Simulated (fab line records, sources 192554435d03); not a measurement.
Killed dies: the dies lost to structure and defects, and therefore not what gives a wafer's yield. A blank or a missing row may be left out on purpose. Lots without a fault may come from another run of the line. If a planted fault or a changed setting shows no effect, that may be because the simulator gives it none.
Chamber matching	flow n5 finfet	3 sister chambers for N5_BEOL_M14_DEP_53 on pecvd-03
The step deposits SiCN from 3MS/NH3, target thk 50 nm, time 17.8 s. 3 wafers are shown with their chamber, then 12 later ones without.

WAFERS PAIRED WITH THEIR CHAMBERS
wafer	chamber	throttle valve pct (%)
L088.1	1	18.0
L088.2	0	17.7
L088.3	2	15.8

WAFERS MISSING THEIR CHAMBER
wafer	throttle valve pct (%)
L088.4	17.6
L088.5	18.0
L088.6	15.5
L089.3	18.0
L089.4	18.2
L089.6	16.1
L097.1	16.0
L097.2	17.5
L097.5	15.6
L096.4	17.3
L096.5	16.0
L096.6	16.4

WHICH CHAMBER EACH ONE RAN IN
wafer	from the rows above	in truth
L088.4	can't be placed: 0 or 1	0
L088.5	can't be placed: 1 or 0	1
L088.6	2	2
L089.3	can't be placed: 1 or 0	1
L089.4	can't be placed: 1 or 0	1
L089.6	2	2
L097.1	2	2
L097.2	can't be placed: 0 or 1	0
L097.5	2	2
L096.4	can't be placed: 0 or 1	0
L096.5	2	2
L096.6	2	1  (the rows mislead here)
Correctly placed: 5 of 12. From these rows, 6 cannot be placed; in 6 the true chamber is one of the candidates. Placed wrongly: 1.
How it was worked out, from the rows above alone: a wafer's distance from a chamber is the root of the sum, over the readings, of the square of ((its reading less the chamber's mean) divided by the reading's scatter). The wafer belongs to the nearest chamber; if the next one is less than 2 further off, it can't be placed. The mean given for a chamber averages the wafers shown for that chamber. The scatter: with one shown wafer a chamber, the root of the mean of the squares of how far each hidden wafer lies from its nearest shown one.
